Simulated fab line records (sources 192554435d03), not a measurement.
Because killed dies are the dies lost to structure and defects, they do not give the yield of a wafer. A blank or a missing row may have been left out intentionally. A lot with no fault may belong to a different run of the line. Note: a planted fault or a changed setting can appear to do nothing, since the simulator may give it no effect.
Matching of chambers / flow n5-finfet / N5_BEOL_M10_VIA_ETCH_34 on rie-diel-04 has 4 sister chambers
The step etches SiCOH lowk in C4F6/O2, target depth 184.5 nm, time 69.2 s. 4 wafers are shown with their chamber, then 11 later ones without.

== WAFERS, EACH WITH ITS CHAMBER ==
wafer=L084.4; chamber=3; rf-vpp-V (V)=674
wafer=L084.5; chamber=0; rf-vpp-V (V)=647
wafer=L084.6; chamber=1; rf-vpp-V (V)=670
wafer=L085.3; chamber=2; rf-vpp-V (V)=687

== WAFERS WHOSE CHAMBER IS MISSING ==
wafer=L085.4; rf-vpp-V (V)=675
wafer=L085.6; rf-vpp-V (V)=646
wafer=L086.1; rf-vpp-V (V)=673
wafer=L086.4; rf-vpp-V (V)=674
wafer=L086.5; rf-vpp-V (V)=687
wafer=L094.1; rf-vpp-V (V)=671
wafer=L094.2; rf-vpp-V (V)=647
wafer=L094.6; rf-vpp-V (V)=647
wafer=L097.2; rf-vpp-V (V)=670
wafer=L097.4; rf-vpp-V (V)=699
wafer=L097.6; rf-vpp-V (V)=697

== CHAMBER TAKEN BY EACH ==
wafer=L085.4; from the rows above=can't be placed: 3 or 1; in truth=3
wafer=L085.6; from the rows above=0; in truth=0
wafer=L086.1; from the rows above=can't be placed: 3 or 1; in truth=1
wafer=L086.4; from the rows above=can't be placed: 3 or 1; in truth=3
wafer=L086.5; from the rows above=2; in truth=2
wafer=L094.1; from the rows above=can't be placed: 1 or 3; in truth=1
wafer=L094.2; from the rows above=0; in truth=0
wafer=L094.6; from the rows above=0; in truth=0
wafer=L097.2; from the rows above=can't be placed: 1 or 3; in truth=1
wafer=L097.4; from the rows above=2; in truth=2
wafer=L097.6; from the rows above=2; in truth=2
Correctly placed: 6 of 11. Not placeable from these rows: 5 (in 5, the candidates include the true chamber). Placed wrongly: 0.
How it was worked out, from the rows above alone: a wafer's distance from a chamber is the root of the sum, over the readings, of the square of ((its reading less the chamber's mean) divided by the reading's scatter). The wafer belongs to the nearest chamber; if the next one is less than 2 further off, it can't be placed. The mean given for a chamber averages the wafers shown for that chamber. The scatter: with one shown wafer a chamber, the root of the mean of the squares of how far each hidden wafer lies from its nearest shown one.
